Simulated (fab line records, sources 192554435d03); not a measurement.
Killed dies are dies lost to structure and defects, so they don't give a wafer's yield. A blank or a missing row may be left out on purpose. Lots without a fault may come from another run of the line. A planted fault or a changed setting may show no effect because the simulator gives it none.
fab line records | flow n5_finfet
record lots=4 wafers=12 last_day=16
route steps=1938 shown BEOL_M11@1590 BEOL_M12@1602 PASSIVATION@1936
lots that met no fault: from a run of the same line without faults
start_h: hours from the record's first day to the start of the lot's first wafer shown | wait_h: hours since the lot's step before | " the same as in the row above | L1.1+2: a row that stands for several wafers | - no value, or no start given | * or withheld: withheld | < > ~ a bound
route shown NAME@n: a module of which the file shows steps, and the number in the route of the first | usual: mean/standard deviation of fault-free wafers | same: alike in all rows | chamber/n: place in a boat | sites: the reading at each site | _std_site: their standard deviation | _edge_site: outer sites' mean less inner sites' | radius_mm: how far each site lies from the wafer's centre | mask NAME#n: copy n | behind: the tool/chamber that last shaped the wafer | hold: why the lot was held/for how many hours/how that ended | device: the transistor (n, p or np) that didn't switch | end of line: the same wafers' tests at the end of the route | a step without rows: its recipe alone | killed: dies lost to structure and defects at the first sort, not the wafer's yield | map: a wafer's dies, x killed, . not, _ none there
set.NAME: the setting as run; set.NAME@STEP: as run at that earlier step | model.NAME: the simulator's own value behind a step, which no gauge read
lots at some steps of the route; a table a step, a row a wafer
services: from which hour (start_h, from the record's first day; less than 0 if before it) a tool's chamber was out of use, for how many hours, and why
## steps
# step N5_BEOL_M11_ALD_74
# recipe material=TaN target_thk_a=20 temp_c=275 ald_precursor_family=PDMAT ald_co_reactant=NH3 pressure_torr=3 carrier_flow_sccm=1500 pulse_time_s=2 purge_time_s=3 co_reactant_purge_time_s=2 co_reactant_pulse_time_s=3 ald_cycles=40 precursor_vessel_temp_c=75 precursor_vessel_pressure_torr=26.25 precursor_vessel_carrier_sccm=1000
# step N5_BEOL_M11_SURFACE_TREAT_76
# recipe gas=Ar time_s=* ion_energy_ev=* ion_current_ma_cm2=0.5 pressure_mtorr=* ar_flow_sccm=30
# step N5_BEOL_M11_CVD_75
# recipe material=Co target_thk_a=20 temp_c=withheld precursor=CCTBA/H2 pressure_torr=30 time_s=138.9
# step N5_BEOL_M11_SPUTTER_48
# recipe material=Cu target_thk_a=120 temp_c=-20 bias_v=60 power_w=26000 chamber_pressure_pa=0.13 time_s=2
# step N5_BEOL_M11_ECD_50
# recipe material=Cu target_thk_a=3180
# step N5_BEOL_M11_ANNEAL_51
# recipe temp_c=225 time_s=90 ambient=N2
# step N5_BEOL_M11_CMP_52
# recipe stop_on=SiCOH_lowk t_overpolish_s=7 down_force_psi=1 platen_rpm=50 clearing_platen_down_force_psi=1.5 clearing_platen_rpm=50 post_cmp_clean=cu_alkaline target_thk_nm=140 clearing_platen_pad_velocity_m_s=0.99484 pad_velocity_m_s=0.99484
# step N5_BEOL_M11_PRE_CLEAN_55
# recipe gas=NH3 time_s=15 temp_c=withheld rf_power_w=300
# step N5_BEOL_M11_DEP_56
# recipe material=SiCN target_thk_a=300 temp_c=withheld precursor=3MS/NH3 pressure_torr=3 rf_w=675 time_s=10.5
# step N5_BEOL_M12_ILD_DEP_00
# recipe material=SiOC target_thk_a=6589.2 temp_c=350 precursor=DEMS/O2 pressure_torr=5 rf_w=500 time_s=130.7
# usual heater_power_w=505/77 showerhead_plenum_p_Torr=5.700/0.013 throttle_valve_pct=11.9/0.71
# columns lot.wafer tool chamber start_h wait_h heater_power_w showerhead_plenum_p_Torr throttle_valve_pct model.SiOC_of_BEOL_M12_ILD_DEP_00.thk_nm
L159.4 pecvd-04 2 305.45 0.1 418 5.696 11.3 657
L159.5 " 1 " " 668 5.677 12.5 662.4
L159.6 " 0 " " 448 5.716 13.0 653.8
L163.1 pecvd-04 2 332.49 0.0 473 5.699 11.6 653.6
L163.2 " 0 " " 550 5.714 13.1 701.4
L163.5 " 1 " " 524 5.699 12.5 666.2
L165.2 pecvd-04 0 343.16 0.0 539 5.713 13.1 705
L165.3 " 1 " " 600 5.689 12.7 659.2
L165.5 " 2 " " 523 5.692 11.4 664.8
L162.1 pecvd-02 2 343.43 0.0 565 5.707 11.3 655.2
L162.4 " 0 " " 615 5.709 11.7 661.4
L162.6 " 1 " " 349 5.713 11.3 657.6
# step N5_BEOL_M12_THK_MEAS_01
# recipe reads=SiOC_of_BEOL_M12_ILD_DEP_00
# usual M12_ILD_THK=655/8.4
# columns lot.wafer tool chamber start_h wait_h M12_ILD_THK[nm]
L159.4 film_metro-01 - 305.53 0.0 657
L159.5 " - " " 662
L159.6 " - " " 654
L163.1 film_metro-01 - 332.62 0.1 653
L163.2 " - " " 701
L163.5 " - " " 666
L165.2 film_metro-02 - 343.29 0.1 705
L165.3 " - " " 659
L165.5 " - " " 665
L162.1 film_metro-02 - 343.56 0.1 656
L162.4 " - " " 661
L162.6 " - " " 658
# step N5_BEOL_M12_COAT_58
# recipe resist=BARC temp_c=205 time_s=60 spin_rpm=1500 resist_thk_nm=89
# step N5_BEOL_M12_COAT_04
# recipe spin_rpm=1625 resist_thk_nm=400
# step N5_BEOL_M12_EBR_06
# recipe solvent=PGMEA ebr_width_mm=1.5
# step N5_BEOL_M12_SOFTBAKE_05
# recipe temp_c=130 time_s=60
# step N5_BEOL_M12_EXPOSE_07
# recipe mask_id=V11 na=0.93 source_shape=conventional sigma_outer=0.6 polarization=unpolarized attpsm_phase_deg=180 dose_mj=32.5
# step N5_BEOL_M12_PEB_08
# recipe peb_temp_c=130 peb_time_s=90
# step N5_BEOL_M12_DEVELOP_09
# recipe develop_time_s=45 rinse_liquid=diw dry=air_spin dev_temp_c=21
# step N5_BEOL_M12_HARDBAKE_14
# recipe temp_c=130 time_s=120
# step N5_BEOL_M12_DESCUM_15
# recipe chemistry=O2 time_s=7.9 source_power_w=50 bias_power_w=20 pressure_mtorr=20 rf_frequency_hz=2.712e+07 temp_c=40 o2_flow_sccm=225
# step N5_BEOL_M12_ETCH_59
# recipe chemistry=N2/H2 target=BARC target_depth_a=890 overetch_a=267 time_s=67.9 ion_energy_ev=200 pressure_mtorr=30 source_w=840 bias_w=150 n2_flow_sccm=200 h2_flow_sccm=200
# step N5_BEOL_M12_VIA_ETCH_16
# recipe chemistry=C4F8/O2/Ar target=SiOC pressure_mtorr=30 source_w=3000 bias_w=700 Ar_flow_sccm=400 C4F8_flow_sccm=15 O2_flow_sccm=8 he_inner_torr=15 he_outer_torr=30 target_depth_a=7248 time_s=withheld ion_energy_ev=250 ends=cleared
# usual drypump_motor_current_A=5.7/0.39 oes_product_au=0.74/0.081 rf_vpp_V=665/3.8 showerhead_plenum_p_Torr=3.41/0.13 throttle_valve_pct=24.07/0.25
# columns lot.wafer tool chamber start_h wait_h drypump_motor_current_A oes_product_au rf_vpp_V showerhead_plenum_p_Torr throttle_valve_pct model.etch.depth_nm model.coat_of_BEOL_M12_COAT_04.thk_nm
L159.4 rie_diel-05 1 306.47 0.0 6.2 0.66 669 3.51 24.25 657 125.8
L159.5 " 1 " " 6.2 0.66 670 3.51 24.26 662.3 125.6
L159.6 " 0 " " 5.1 0.78 666 3.50 23.84 653.9 124.6
L163.1 rie_diel-04 0 333.48 0.0 5.6 0.71 670 3.56 24.21 653.6 126
L163.2 " 2 " " 5.3 0.81 663 3.34 24.14 701.5 112.6
L163.5 " 0 " " 5.6 0.72 670 3.56 24.21 666.2 123.2
L165.2 rie_diel-05 3 343.85 0.0 5.6 0.76 663 3.37 24.58 705.1 106.6
L165.3 " 2 " " 5.5 0.64 657 3.10 24.02 659.1 126.8
L165.5 " 3 " " 5.5 0.77 662 3.37 24.59 664.9 119.8
L162.1 rie_diel-05 0 344.15 0.0 5.1 0.77 667 3.50 23.87 655.3 121.6
L162.4 " 1 " " 6.2 0.65 668 3.50 24.27 661.4 125.8
L162.6 " 3 " " 5.5 0.76 663 3.37 24.60 657.6 121
# step N5_BEOL_M12_STRIP_63
# recipe chemistry=N2/H2 power_w=1000 temp_c=250 h2_frac=0.65 overash_fraction=0.3 pressure_mtorr=1000 n2_flow_sccm=1750 h2_flow_sccm=3250
# usual drypump_motor_current_A=5.55/0.16 heater_power_w=341/26 oes_product_au=0.693/0.0048 strip_time_to_endpoint_s=43.0/1.1
# columns lot.wafer tool chamber start_h wait_h drypump_motor_current_A heater_power_w oes_product_au rf_hours_counter_h strip_time_to_endpoint_s
L159.4 plasma_asher-01 0 306.69 - 5.29 390 0.693 - 43.2
L159.5 " 0 " " 5.27 360 0.696 - 43.2
L159.6 " 1 " " 5.69 304 0.690 - 42.9
L163.1 plasma_asher-02 1 333.68 - 5.57 357 0.700 136 43.3
L163.2 " 0 " " 5.67 332 0.698 136 39.7
L163.5 " 1 " " 5.55 348 0.687 - 42.5
L165.2 plasma_asher-02 1 344.05 - 5.55 347 0.684 139 38.0
L165.3 " 0 " " 5.67 337 0.690 - 43.5
L165.5 " 1 " " 5.56 351 0.692 - 41.6
L162.1 plasma_asher-01 1 344.35 - 5.69 304 0.690 90 42.1
L162.4 " 0 " " 5.26 372 0.701 - 43.3
L162.6 " 1 " " 5.71 309 0.698 - 42.0
# step N5_BEOL_M12_STRIP_64
# recipe chemistry=N2/H2 power_w=1000 temp_c=250 h2_frac=0.65 overash_fraction=0.3 pressure_mtorr=withheld n2_flow_sccm=1750 h2_flow_sccm=3250
# step N5_BEOL_M12_STRIP_71
# recipe chemistry=post_etch_residue_remover time_s=60 temp_c=25 remover_ph=withheld remover_water_wt_pct=withheld remover_fluoride_wt_pct=withheld
# step N5_BEOL_M12_SRD_72
# recipe time_s=30 temp_c=23 rinse_liquid=diw dry=n2_spin spin_rpm=1500 dry_time_s=30
# step N5_BEOL_M12_COAT_65
# recipe resist=SOC temp_c=250 time_s=60 spin_rpm=1500 resist_thk_nm=300
# step N5_BEOL_M12_COAT_66
# recipe resist=SiARC temp_c=220 time_s=60 spin_rpm=1500 resist_thk_nm=110
# step N5_BEOL_M12_COAT_22
# recipe spin_rpm=2888 resist_thk_nm=300
# step N5_BEOL_M12_EBR_24
# recipe solvent=PGMEA ebr_width_mm=1.5
# step N5_BEOL_M12_SOFTBAKE_23
# recipe temp_c=130 time_s=60
# step N5_BEOL_M12_EXPOSE_25
# recipe mask_id=M12 na=0.93 source_shape=conventional sigma_outer=0.4 polarization=unpolarized dose_mj=21.8
# step N5_BEOL_M12_PEB_26
# recipe peb_temp_c=130 peb_time_s=90
# step N5_BEOL_M12_DEVELOP_27
# recipe develop_time_s=45 rinse_liquid=diw dry=air_spin dev_temp_c=21
# step N5_BEOL_M12_HARDBAKE_32
# recipe temp_c=130 time_s=120
# step N5_BEOL_M12_CMP_49
# recipe stop_on=SiOC t_overpolish_s=20.6 down_force_psi=1 platen_rpm=50 clearing_platen_down_force_psi=1.5 clearing_platen_rpm=50 post_cmp_clean=cu_alkaline target_thk_nm=320 clearing_platen_pad_velocity_m_s=0.99484 pad_velocity_m_s=0.99484
# usual clearing_platen_down_force_psi=1.500/0.003 motor_current_A=6.2/0.6 platen_rpm=50.00/0.035 retaining_ring_pressure_frac=1.000/0.0052
# columns lot.wafer tool chamber start_h wait_h clearing_platen_down_force_psi motor_current_A platen_rpm retaining_ring_pressure_frac model.SiOC_of_BEOL_M12_ILD_DEP_00.thk_nm
L159.4 cmp-04 1 313.43 0.4 1.498 5.8 50.00 1.006 599.2
L159.6 " 3 " " 1.506 5.9 50.04 0.999 593.4
L159.5 " 0 " " 1.504 6.3 49.99 1.002 599.8
L163.1 cmp-01 2 339.54 0.3 1.497 5.6 49.99 0.996 597.4
L163.2 " 0 " " 1.502 6.7 50.02 1.004 641
L163.5 " 1 " " 1.502 5.4 50.01 0.999 609
L165.3 cmp-03 1 349.25 0.2 1.502 6.2 49.97 1.002 602.6
L165.2 " 3 " " 1.505 5.8 49.98 1.006 643
L165.5 " 0 " " 1.499 6.2 50.05 0.994 604.6
L162.1 cmp-01 1 349.63 0.3 1.497 5.2 49.94 1.001 596.8
L162.4 " 3 " " 1.496 6.7 49.96 0.999 602.8
L162.6 " 2 " " 1.499 5.8 49.99 0.995 599
# step N5_PASSIVATION_PROBE_49
# usual defect_limited_yield=91.2/1.6 killed_at_M0_to_M3=34/11 killed_at_M4_up=13/5.2 killed_at_contacts=13/6.3 killed_at_front_end=40/14 killed_at_other=3.2/2.4 killed_dies=104/19 killed_open=69/14 killed_short=32/7.5 sort_bin_4_leakage=0.00/0.04 sort_bin_5_function=5.3/1.1 sort_bin_6_memory=3.2/0.73 sort_n_pass=1076/19 sort_yield_pct=91.2/1.6
# same gross_dies=1180 killed_at_back_side=0 sort_bin_8_speed[%]=0
# columns lot.wafer tool chamber start_h wait_h defect_limited_yield[%] killed_at_M0_to_M3 killed_at_M4_up killed_at_contacts killed_at_front_end killed_at_other killed_dies killed_open killed_short sort_bin_4_leakage[%] sort_bin_5_function[%] sort_bin_6_memory[%] sort_n_pass sort_yield_pct[%]
L159.4 prober-02 - 349.87 0.2 91.4 37 15 18 27 5 102 70 27 0 5.5 2.9 1078 91.4
L159.5 prober-02 - 349.92 0.2 92.4 27 13 18 29 3 90 63 27 0 3.9 3.6 1090 92.4
L159.6 prober-02 - 349.97 0.3 93.8 18 6 11 36 2 73 48 23 0 4.1 1.9 1107 93.8
L163.1 prober-01 - 369.36 0.0 92.3 20 19 12 36 4 91 59 31 0 4.4 3.0 1089 92.3
L163.2 prober-01 - 369.41 0.1 89.0 51 7 18 53 1 130 86 43 0 7.2 3.5 1050 89.0
L163.5 prober-01 - 369.56 0.2 90.7 32 17 16 36 9 110 74 32 0 5.6 3.4 1070 90.7
L165.3 prober-02 - 387.47 0.1 91.9 38 15 12 28 3 96 63 32 0 4.7 3.2 1084 91.9
L165.5 prober-02 - 387.57 0.2 93.8 33 12 3 25 0 73 46 23 0 3.3 2.6 1107 93.8
# killed by level:class
L159.4 MOL_CONTACT_COAG:geometric_particle:open=14 BEOL_M2:geometric_particle:open=10 FIN_SAQP:geometric_particle:open=9 BEOL_M4:geometric_particle:open=7 BEOL_M1:geometric_particle:open=6 BEOL_M0_SAQP:geometric_particle:short=5 STI_FIN_REVEAL:geometric_particle:open=4 BEOL_M0_SAQP:geometric_particle:open=4
L159.5 MOL_CONTACT_COAG:geometric_particle:open=17 BEOL_M2:geometric_particle:open=8 BEOL_M4:geometric_particle:open=8 BEOL_M0_SAQP:geometric_particle:open=6 STI_FIN_REVEAL:geometric_particle:open=4 STI_FIN_REVEAL:geometric_particle:short=4 ILD0:geometric_particle:short=4 GATE_CUT:geometric_particle:short=4
L159.6 MOL_CONTACT_COAG:geometric_particle:open=8 BEOL_M2:geometric_particle:open=7 FIN_SAQP:geometric_particle:open=5 FIN_SAQP:geometric_particle:short=4 STI_FIN_REVEAL:geometric_particle:open=4 DUMMY_GATE:geometric_particle:open=4 BEOL_M3:geometric_particle:open=4 STARTING-WAFER:geometric_particle:short=4
L163.1 MOL_CONTACT_COAG:geometric_particle:open=12 FIN_SAQP:geometric_particle:short=9 BEOL_M4:geometric_particle:open=9 BEOL_M0_SAQP:geometric_particle:open=7 FIN_SAQP:geometric_particle:open=5 BEOL_M0_SAQP:geometric_particle:short=5 STI_FIN_REVEAL:geometric_particle:open=4 DUMMY_GATE:geometric_particle:short=4
L163.2 MOL_CONTACT_COAG:geometric_particle:open=12 BEOL_M2:geometric_particle:open=12 FIN_SAQP:geometric_particle:open=9 BEOL_M0_SAQP:geometric_particle:open=9 FIN_SAQP:geometric_particle:short=8 STI_FIN_REVEAL:geometric_particle:open=8 BEOL_M0_SAQP:geometric_particle:short=8 DUMMY_GATE:geometric_particle:open=7
L163.5 MOL_CONTACT_COAG:geometric_particle:open=11 DUMMY_GATE:geometric_particle:open=8 FIN_SAQP:geometric_particle:open=7 BEOL_M4:geometric_particle:open=7 BEOL_M0_SAQP:geometric_particle:open=6 BEOL_M3:geometric_particle:open=5 FIN_SAQP:geometric_particle:short=4 STI_FIN_REVEAL:geometric_particle:open=4
L165.3 STI_FIN_REVEAL:geometric_particle:open=11 BEOL_M0_SAQP:geometric_particle:short=11 MOL_CONTACT_COAG:geometric_particle:open=10 BEOL_M0_SAQP:geometric_particle:open=7 BEOL_M1:geometric_particle:open=6 BEOL_M3:geometric_particle:open=5 BEOL_M1:geometric_particle:short=4 BEOL_M2:geometric_particle:open=4
L165.5 BEOL_M0_SAQP:geometric_particle:open=8 FIN_SAQP:geometric_particle:short=6 BEOL_M1:geometric_particle:open=6 BEOL_M0_SAQP:geometric_particle:short=4 BEOL_M3:geometric_particle:open=4 FIN_SAQP:geometric_particle:open=3 STI_FIN_REVEAL:geometric_particle:open=3 DUMMY_GATE:geometric_particle:open=3
## services
# columns tool chamber start_h hours kind
pecvd-04 1 284.57 2.1 scheduled_down
pecvd-04 - 285.18 6.0 pm
pecvd-02 2 289.50 2.1 scheduled_down
rie_diel-05 - 291.28 14.6 pm
pecvd-02 1 294.98 5.5 scheduled_down
pecvd-04 2 298.18 - calibration
cmp-04 - 301.98 4.0 pm
cmp-03 - 302.15 15.6 pm
cmp-04 - 305.98 - consumable_replace:conditioner
cmp-04 - 305.98 - consumable_replace:pad
rie_diel-04 1 306.00 - clean
rie_diel-04 1 306.00 - consumable_replace:focus_ring
rie_diel-04 1 306.00 15.0 scheduled_down
rie_diel-04 1 306.00 15.0 vent_cycle
rie_diel-04 3 317.19 18.4 repair
cmp-01 - 324.78 0.4 repair
cmp-03 - 326.82 6.2 pm
plasma_asher-02 - 327.49 2.1 repair
## key
first_sign step=N5_BEOL_M12_THK_MEAS_01 reading=M12_ILD_THK direction=up sigmas=5.7 usual=655 struck=703
effect step=N5_BEOL_M12_STRIP_63 reading=strip_time_to_endpoint_s direction=down sigmas=3.8 usual=* struck=*
model_effect step=N5_BEOL_M12_ILD_DEP_00 value=SiOC_of_BEOL_M12_ILD_DEP_00.thk_nm without=651.8 struck=703.2
model_effect step=N5_BEOL_M12_VIA_ETCH_16 value=etch.depth_nm without=651.9 struck=703.3
model_effect step=N5_BEOL_M12_CMP_49 value=SiOC_of_BEOL_M12_ILD_DEP_00.thk_nm without=590.6 struck=642
met_at N5_BEOL_M12_ILD_DEP_00
struck_wafers L163.2,L165.2
onset_between 305.45 332.49
fault kind=process_parameter_drift tool=pecvd-04 chamber=- onset_h=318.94 steps=N5_BEOL_M12_ILD_DEP_00 channel=target_thk_a offset=* shape=step end_h=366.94 scope=struck_wafers_only acts_in=* stated=*
